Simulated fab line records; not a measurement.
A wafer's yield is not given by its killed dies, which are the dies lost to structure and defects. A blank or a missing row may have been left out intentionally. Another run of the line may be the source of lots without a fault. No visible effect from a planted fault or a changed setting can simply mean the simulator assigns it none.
fab line records ; flow nand_harc ; part 2 of 2: steps 26 to 34 of 34
record lots=5; wafers=15; last_day=33
route steps=1302 shown P_CONTACT@235 P_M0@253
lots that met no fault: taken from a fault-free run of the same line
start_h: the number of hours between the record's first day and the start of the first shown wafer of the lot ; wait_h: hours since the lot's step before ; " as in the row above ; L1.1+2: one row covering several wafers at once ; - no value, or no start was given ; * or withheld: withheld ; < > ~ a bound
route shown NAME@n: NAME is a module with steps in the file, n the number in the route of the first one ; usual: mean/standard deviation of fault-free wafers ; same: alike in all rows ; chamber/n: place in a boat ; sites: each site's reading ; _std_site: their standard deviation ; _edge_site: mean of outer sites minus mean of inner sites ; radius_mm: how far each site lies from the wafer's centre ; mask NAME#n: copy n ; behind: the tool/chamber that last shaped the wafer ; hold: cause of the lot's hold/its duration in hours/its outcome ; device: transistor that didn't switch, given as n, p or np ; end of line: tests of these same wafers at the route's end ; a step with no rows: only its recipe ; killed: count of dies lost to structure and defects at first sort (not the wafer's yield) ; map: the dies of a wafer, with x for killed, . for not killed, _ for no die there
set.NAME: the setting as run; set.NAME@STEP: as run at that earlier step ; model.NAME: the simulator's own value behind a step, which no gauge read
lots seen at some steps along the route; tables by step, rows by wafer
services: when a tool's chamber went out of use (start_h, in hours from the record's first day, below 0 if earlier), for how many hours, and the reason
## steps
# step NHARC_P_M0_PEB_07
# recipe peb_temp_c=100; peb_time_s=65
lot.wafer;tool;chamber;start_h;wait_h
L081.2+3+5;litho_track-04;0;175.10;0.1
L084.3+5+6;litho_track-04;0;192.08;0.0
L088.1+2+6;litho_track-04;0;242.78;0.1
L090.3+4+6;litho_track-04;0;256.75;0.0
L096.2+5+6;litho_track-04;0;317.30;0.1
# step NHARC_P_M0_DEVELOP_08
# recipe develop_time_s=35; dev_temp_c=23
lot.wafer;tool;chamber;start_h;wait_h
L081.2+3+5;litho_track-04;0;-;-
L084.3+5+6;litho_track-04;0;-;-
L088.1+2+6;litho_track-04;0;-;-
L090.3+4+6;litho_track-04;0;-;-
L096.2+5+6;litho_track-04;0;-;-
# step NHARC_P_M0_CD_MEAS_09
# recipe target_cd_nm=90; landing_energy_ev=500
# usual cd_nm=90.1/0.51
lot.wafer;tool;chamber;start_h;wait_h;cd_nm
L081.2;cd_sem-03;0;175.19;-;89.9
L081.3;cd_sem-03;0;175.19;-;90.4
L081.5;cd_sem-03;0;175.19;-;90.1
L084.3;cd_sem-02;0;192.17;-;90.9
L084.5;cd_sem-02;0;192.17;-;90.6
L084.6;cd_sem-02;0;192.17;-;91.1
L088.1;cd_sem-03;0;242.86;-;90.8
L088.2;cd_sem-03;0;242.86;-;90.8
L088.6;cd_sem-03;0;242.86;-;90.5
L090.3;cd_sem-03;0;256.83;-;90.0
L090.4;cd_sem-03;0;256.83;-;89.8
L090.6;cd_sem-03;0;256.83;-;90.2
L096.2;cd_sem-03;0;317.38;-;89.1
L096.5;cd_sem-03;0;317.38;-;88.9
L096.6;cd_sem-03;0;317.38;-;89.7
# step NHARC_P_M0_OVL_MEAS_10
# recipe pitch_nm=180
# usual overlay_x_nm=0.0/0.84; overlay_y_nm=-0.2/0.89
lot.wafer;tool;chamber;start_h;wait_h;overlay_x_nm;overlay_y_nm
L081.2;overlay-01;-;175.27;-;-0.9;-0.5
L081.3;overlay-01;-;175.27;-;-1.0;-0.3
L081.5;overlay-01;-;175.27;-;-0.8;-0.2
L084.3;overlay-02;-;192.25;-;-1.3;-0.3
L084.5;overlay-02;-;192.25;-;-0.3;-0.3
L084.6;overlay-02;-;192.25;-;-0.6;0.0
L088.1;overlay-02;-;242.95;-;1.2;0.6
L088.2;overlay-02;-;242.95;-;1.4;-0.5
L088.6;overlay-02;-;242.95;-;1.8;0.3
L090.3;overlay-01;-;256.92;-;-1.4;1.6
L090.4;overlay-01;-;256.92;-;-1.6;1.1
L090.6;overlay-01;-;256.92;-;-1.3;1.1
L096.2;overlay-02;-;317.47;-;-0.2;0.8
L096.5;overlay-02;-;317.47;-;-0.2;0.4
L096.6;overlay-02;-;317.47;-;-0.3;0.8
# step NHARC_P_M0_INSPECT_11
# usual raw_defect_count=4.7/2.8
lot.wafer;tool;chamber;start_h;wait_h;raw_defect_count
L081.2;defect_inspect-02;-;175.31;0.0;4
L081.3;defect_inspect-02;-;175.31;0.0;3
L081.5;defect_inspect-02;-;175.31;0.0;2
L084.3;defect_inspect-02;-;192.29;0.0;2
L084.5;defect_inspect-02;-;192.29;0.0;4
L084.6;defect_inspect-02;-;192.29;0.0;4
L088.1;defect_inspect-01;-;242.98;0.0;3
L088.2;defect_inspect-01;-;242.98;0.0;3
L088.6;defect_inspect-01;-;242.98;0.0;6
L090.3;defect_inspect-02;-;256.95;0.0;1
L090.4;defect_inspect-02;-;256.95;0.0;3
L090.6;defect_inspect-02;-;256.95;0.0;3
L096.2;defect_inspect-02;-;317.50;0.0;3
L096.5;defect_inspect-02;-;317.50;0.0;2
L096.6;defect_inspect-02;-;317.50;0.0;3
# step NHARC_P_M0_DESCUM_14
# recipe time_s=3; o2_flow_sccm=200; ar_flow_sccm=0; bias_power_w=0; chemistry=O2
# usual drypump_motor_current_A=5.8/0.34; oes_product_au=0.999/0.0069; rf_vpp_V=57.6/0.93; showerhead_plenum_p_Torr=1.87/0.086; throttle_valve_pct=11.312/0.0085
lot.wafer;tool;chamber;start_h;wait_h;drypump_motor_current_A;oes_product_au;rf_hours_counter_h;rf_vpp_V;showerhead_plenum_p_Torr;throttle_valve_pct
L081.3;rie_diel-05;0;175.37;0.1;6.3;0.995;46;57.7;1.80;11.316
L081.2;rie_diel-05;2;175.37;0.1;6.1;0.999;50;57.1;1.80;11.312
L081.5;rie_diel-05;1;175.37;0.1;5.3;1.001;-;57.8;1.97;11.307
L084.3;rie_diel-07;1;192.36;0.1;5.9;1.001;10;58.0;1.93;11.315
L084.5;rie_diel-07;3;192.36;0.1;5.6;0.992;-;57.2;1.80;11.319
L084.6;rie_diel-07;0;192.36;0.1;5.9;0.988;-;56.6;1.77;11.307
L088.2;rie_diel-03;0;243.04;0.1;5.2;1.000;45;57.5;1.86;11.304
L088.1;rie_diel-03;3;243.04;0.1;6.1;1.009;46;57.6;1.79;11.326
L088.6;rie_diel-03;1;243.04;0.1;5.9;0.996;-;57.1;1.83;11.314
L090.4;rie_diel-07;3;257.03;0.1;5.6;0.995;18;58.1;1.80;11.297
L090.3;rie_diel-07;0;257.03;0.1;5.9;0.993;18;56.5;1.77;11.315
L090.6;rie_diel-07;2;257.03;0.1;6.0;0.999;-;57.1;1.89;11.326
L096.2;rie_diel-07;0;317.56;0.1;5.9;1.000;8;56.8;1.77;11.311
L096.6;rie_diel-07;0;317.56;0.1;5.9;0.997;-;57.9;1.77;11.317
L096.5;rie_diel-07;1;317.56;0.1;5.9;1.000;-;57.6;1.92;11.315
# step NHARC_P_M0_ETCH_34
# recipe target_depth_a=400; overetch_a=120; time_s=43.94; ion_energy_ev=200; n2_flow_sccm=150; h2_flow_sccm=150; ar_flow_sccm=0; rf_w=400; bias_w=150; chemistry=N2/H2
# usual drypump_motor_current_A=5.8/0.34; h2_flow_sccm=150.0/0.46; oes_product_au=1.000/0.0071; rf_vpp_V=428.8/2.9; showerhead_plenum_p_Torr=1.98/0.096; throttle_valve_pct=14.172/0.0084
lot.wafer;tool;chamber;start_h;wait_h;drypump_motor_current_A;h2_flow_sccm;oes_product_au;rf_hours_counter_h;rf_vpp_V;showerhead_plenum_p_Torr;throttle_valve_pct
L081.2;rie_diel-05;1;175.47;0.1;5.4;150.0;1.002;43;430.8;2.11;14.171
L081.3;rie_diel-05;2;175.47;0.1;6.1;149.5;1.022;50;427.4;1.91;14.189
L081.5;rie_diel-05;0;175.47;0.1;6.3;150.1;1.006;-;427.1;1.91;14.158
L084.3;rie_diel-07;0;192.44;0.1;5.9;149.9;0.993;10;425.8;1.88;14.186
L084.5;rie_diel-07;3;192.44;0.1;5.6;149.2;1.005;-;427.1;1.91;14.176
L084.6;rie_diel-07;0;192.44;0.1;5.9;149.8;0.993;-;426.2;1.88;14.163
L088.1;rie_diel-03;2;243.13;0.1;5.0;150.2;1.006;38;434.9;2.18;14.161
L088.2;rie_diel-03;3;243.13;0.1;6.1;150.3;0.994;46;426.6;1.90;14.167
L088.6;rie_diel-03;2;243.13;0.1;5.0;151.1;1.001;-;433.8;2.19;14.189
L090.4;rie_diel-07;2;257.11;0.1;6.0;149.2;1.005;18;429.2;2.01;14.154
L090.3;rie_diel-07;3;257.11;0.1;5.6;149.8;1.011;18;428.3;1.91;14.180
L090.6;rie_diel-07;1;257.11;0.1;5.9;149.3;1.006;-;429.3;2.05;14.179
L096.2;rie_diel-07;1;317.65;0.1;5.9;149.8;0.992;8;430.4;2.05;14.182
L096.5;rie_diel-07;0;317.65;0.1;5.9;150.5;0.985;-;425.4;1.88;14.173
L096.6;rie_diel-07;1;317.65;0.1;5.9;150.0;0.992;-;430.7;2.05;14.163
# step NHARC_P_M0_ETCH_15
# recipe target_depth_a=1500; overetch_a=150; time_s=82.5; c4f8_flow_sccm=withheld; ar_flow_sccm=400; rf_w=600; bias_w=300; chemistry=C4F8/Ar
# usual oes_product_au=0.958/0.018; rf_vpp_V=439.2/2.8
lot.wafer;tool;chamber;start_h;wait_h;oes_product_au;rf_hours_counter_h;rf_vpp_V
L081.3;rie_diel-05;1;-;-;0.931;43;442.6
L081.2;rie_diel-05;2;-;-;0.926;50;437.1
L081.5;rie_diel-05;2;-;-;0.934;-;437.3
L084.3;rie_diel-07;1;-;-;0.975;10;441.9
L084.6;rie_diel-07;0;-;-;0.951;-;435.7
L084.5;rie_diel-07;1;-;-;0.976;-;443.0
L088.2;rie_diel-03;2;-;-;0.988;38;443.4
L088.1;rie_diel-03;0;-;-;0.970;45;438.9
L088.6;rie_diel-03;3;-;-;0.985;-;438.2
L090.3;rie_diel-07;2;-;-;0.957;18;440.4
L090.4;rie_diel-07;3;-;-;0.986;18;437.8
L090.6;rie_diel-07;1;-;-;0.969;-;441.5
L096.2;rie_diel-07;2;-;-;0.977;5;440.8
L096.6;rie_diel-07;0;-;-;0.965;-;437.4
L096.5;rie_diel-07;1;-;-;0.954;-;441.2
# step NHARC_P_M0_CD_MEAS_16
# usual cd_nm=90.2/0.65
lot.wafer;tool;chamber;start_h;wait_h;cd_nm
L081.2;cd_sem-03;-;175.67;-;90.6
L081.3;cd_sem-03;-;175.67;-;90.1
L081.5;cd_sem-03;-;175.67;-;90.2
L084.3;cd_sem-03;-;192.74;-;91.0
L084.5;cd_sem-03;-;192.74;-;91.2
L084.6;cd_sem-03;-;192.74;-;91.8
L088.1;cd_sem-02;-;243.34;-;91.0
L088.2;cd_sem-02;-;243.34;-;90.5
L088.6;cd_sem-02;-;243.34;-;91.3
L090.3;cd_sem-01;-;257.32;-;90.2
L090.4;cd_sem-01;-;257.32;-;90.5
L090.6;cd_sem-01;-;257.32;-;90.3
L096.2;cd_sem-01;-;317.86;-;89.8
L096.5;cd_sem-01;-;317.86;-;89.7
L096.6;cd_sem-01;-;317.86;-;89.9
## services
tool;chamber;start_h;hours;kind
rie_diel-02;2;146.87;5.5;repair
wet_bench-09;-;152.80;8.0;pm
cvd_w-01;0;160.49;9.4;repair
arfi_scanner-02;-;170.72;0.9;repair
litho_track-04;-;179.00;7.0;pm
rie_diel-01;-;179.80;9.0;pm
rie_diel-07;2;181.28;3.5;repair
rie_diel-07;-;186.83;3.6;repair
rie_diel-02;3;187.03;14.6;repair
arfi_scanner-02;-;188.56;0.4;repair
rie_diel-02;-;192.70;9.0;pm
wet_bench-04;-;196.77;2.4;repair
wet_bench-04;-;203.20;8.0;pm
rie_diel-07;3;220.59;2.4;repair
rie_diel-11;-;231.50;9.0;pm
rie_diel-07;0;233.42;8.3;repair
rie_diel-07;-;240.63;0.2;repair
pvd_sputter-02;-;258.10;10.0;pm
rie_diel-01;1;260.41;3.8;repair
rie_diel-07;-;270.39;9.0;pm
rie_diel-07;2;286.40;8.7;repair
arfi_scanner-02;-;288.00;4.0;pm
pvd_sputter-02;-;305.21;1.6;repair
litho_track-01;-;306.00;7.0;pm
